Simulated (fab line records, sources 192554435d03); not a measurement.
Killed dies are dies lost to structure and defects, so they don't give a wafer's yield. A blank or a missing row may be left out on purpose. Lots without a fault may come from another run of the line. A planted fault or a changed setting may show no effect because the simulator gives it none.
A struck lot beside a sound one | flow n5_finfet | 26 steps out of a route of 1938
Sound: wafers L360.4, L360.5, L360.6. Struck: wafers L352.2, L352.3, L352.4. The cause comes at the end.
At each step with rows: each side's tool, then ch and its chambers, then its first start. Under that, the readings that differ: sound wafers | struck wafers | difference of the means | sigmas: that difference in standard deviations of wafers without a fault.
alike: readings whose means differ by less than 2 such deviations, and words and numbers that are the same on both sides. not compared: withheld readings, readings that some wafer has no value for, bounds like >300 that may hide the same value, and numbers for which the record gives no deviation and whose values overlap.
The two part at a step that has a row with sigmas, a row that says differs or no value, or rows on one side only. Numbers that don't overlap but have no deviation are shown without sigmas and don't part them. A reading that every wafer of one side lacks parts them only if that side has two wafers or more.

first, 12 steps without rows for these wafers: N5_GATE_CUT_ETCH_28 (etches underlayer in N2/H2, target depth 13 nm, time 10.4 s); N5_GATE_CUT_ETCH_36 (etches SiARC in CF4, target depth 13 nm, time 21.7 s); N5_GATE_CUT_ETCH_37 (etches SOC in N2/H2, target depth 60 nm, overetch 12 nm, time 90 s); N5_GATE_CUT_STRIP_38 (strips in N2/H2); N5_GATE_CUT_STRIP_39 (strips in N2/H2); N5_GATE_CUT_HM_OPEN_40 (chemistry C4F6/O2, target SiO2, target depth 139 nm, time 85.1 s); N5_GATE_CUT_STRIP_41 (strips in CF4); N5_GATE_CUT_STRIP_42 (strips in O2); N5_GATE_CUT_ETCH_19 (etches SiNx in CH3F/O2, target depth 53.7 nm, time 76.7 s); N5_GATE_CUT_CUT_ETCH_53 (etches W in SF6/Cl2, target depth 79.2 nm); N5_GATE_CUT_CUT_ETCH_54 (etches TiN in Cl2/BCl3, target depth 96.7 nm); N5_GATE_CUT_CUT_ETCH_55 (etches HfO2 in BCl3, target depth 3.2 nm).
N5_GATE_CUT_ETCH_47: etches SiO2 in Cl2/BCl3, target depth 10 nm.
  sound on rie_metal-02 ch 0,1, day 10 11:58; struck on rie_metal-03 ch 0,1, day 8 04:35
  no value came back on the struck wafers for any of 5 readings (bcl3_flow_sccm (sccm), bias_w (W) and others); on the sound wafers bcl3_flow_sccm (sccm) reads 21.77 21.74 21.79
  reading                                      | sound           | struck          | difference | sigmas
  model.SiO2_of_GATE_CUT_HM_DEP_46.thk_nm (nm) | 106.8 107.2 106 | 114.6 115.8 117 | +9.1       |
  not compared: rf_hours_counter_h
then, 8 steps without rows for these wafers: N5_GATE_CUT_VAPOR_ETCH_48 (etches TiN in BCl3/Cl2); N5_GATE_CUT_VAPOR_ETCH_49 (etches TiAlC in BCl3/Cl2); N5_GATE_CUT_VAPOR_ETCH_51 (etches HfO2 in BCl3/Cl2); N5_GATE_CUT_STRIP_21 (strips in N2/H2, time 30 s); N5_GATE_CUT_STRIP_29 (strips in post etch residue remover, time 60 s); N5_GATE_CUT_SRD_52 (time 30 s); N5_GATE_CUT_ALD_22 (deposits SiNx, target thk 16 nm, pulse time 1 s, ald cycles 320); N5_GATE_CUT_CMP_23 (polishes, stops on SiO2, t overpolish 23.4 s, target thk 16 nm).
N5_GATE_CUT_THK_MEAS_24:
  sound on film_metro-01, day 10 14:25; struck on film_metro-02, day 8 06:40
  reading          | sound             | struck            | difference | sigmas
  GC_FILL_THK (nm) | 220.8 223.1 220.6 | 229.0 229.4 231.0 | +8.3       | +4
N5_GATE_CUT_CMP_43: polishes SiO2.
  sound on cmp-02 ch 0,2,3, day 10 14:41; struck on cmp-01 ch 0,2,3, day 8 06:42
  reading                                      | sound | struck      | difference | sigmas
  model.SiO2_of_GATE_CUT_HM_DEP_46.thk_nm (nm) | 5 5 5 | 5.4 5.4 5.6 | +0.5       |
  alike: motor_current_A
  not compared: pad_life_wafers
then, 1 step without rows for these wafers: N5_GATE_CUT_CMP_61 (polishes, stops on SiNx, t overpolish 3 s).
-- the record jumps here: 4 days lie between the struck wafers' starts before and after (it left off in module GATE_CUT and takes up again in module BEOL_M4, whose first step shown is number 1111 of the route) --
N5_BEOL_M4_RC_MEAS_101:
  sound on prober-02 ch 0, day 14 08:32; struck on prober-02 ch 0, day 11 20:33
  alike: DIBL_N, DIBL_P, IOFF_N, IOFF_P, ION_N, ION_P, SS_N, SS_P, VT_N, VT_P
-- the record jumps here: 5 days lie between the struck wafers' starts before and after (it left off in module BEOL_M4 and takes up again in module PASSIVATION, whose first step shown is number 1936 of the route) --
N5_PASSIVATION_PROBE_49:
  sound on prober-01, day 18 22:06; struck on prober-02, day 16 09:25
  alike: defect_limited_yield, killed_at_M0_to_M3, killed_at_M4_up, killed_at_contacts, killed_at_front_end, killed_at_other, killed_dies, killed_on_rim, killed_open, killed_short, sort_bin_5_function, sort_bin_6_memory, sort_n_pass, sort_yield_pct

WHERE THEY PART
First at N5_GATE_CUT_ETCH_47; last, within this record, at N5_GATE_CUT_THK_MEAS_24. Later steps at which nothing parts them and some readings are alike: N5_GATE_CUT_CMP_43, N5_BEOL_M4_RC_MEAS_101, N5_PASSIVATION_PROBE_49.

WHY: what the simulator had put in
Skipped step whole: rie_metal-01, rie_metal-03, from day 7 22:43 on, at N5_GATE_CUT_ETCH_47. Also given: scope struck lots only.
